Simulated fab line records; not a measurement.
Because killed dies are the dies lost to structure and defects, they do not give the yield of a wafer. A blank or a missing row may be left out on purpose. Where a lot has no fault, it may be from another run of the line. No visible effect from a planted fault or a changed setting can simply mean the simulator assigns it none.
Chamber matching	flow n5Finfet	N5_MIM_TOP_ALD_00 on aldHk-03 has 4 sister chambers
The step deposits Al2O3, purge time 3 s, co reactant pulse time 3 s. 8 wafers are shown with their chamber, then 6 later ones without.

## WAFERS WITH THEIR CHAMBER
wafer	chamber	precursorPulseHeightRel
L842.6	2	1.027
L846.3	1	0.998
L846.5	3	1.005
L849.3	0	0.984
L849.4	3	1.009
L849.5	2	1.017
L850.2	1	0.990
L850.3	0	0.989

## WAFERS WITHOUT THEIR CHAMBER
wafer	precursorPulseHeightRel
L850.6	1.028
L855.1	1.007
L855.3	1.025
L864.3	0.976
L864.4	1.006
L864.6	0.963

## WHICH CHAMBER EACH WENT THROUGH
wafer	from the rows above	in truth
L850.6	2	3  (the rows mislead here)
L855.1	3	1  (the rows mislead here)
L855.3	2	2
L864.3	can't be placed: 0 or 1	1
L864.4	3	3
L864.6	can't be placed: 0 or 1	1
Placed correctly: 2 of 6. Cannot be placed on the basis of these rows: 2; the candidates contain the true chamber in 2. Placed wrongly: 2.
How it was worked out, from the rows above alone: a wafer's distance from a chamber is the root of the sum, over the readings, of the square of ((its reading less the chamber's mean) divided by the reading's scatter). The wafer belongs to the nearest chamber; if the next one is less than 2 further off, it can't be placed. For every chamber, the mean is computed from those of its wafers that are shown. The scatter: the root of (the sum of the squares of (reading less its chamber's mean) over the shown wafers, divided by (wafers less chambers)).
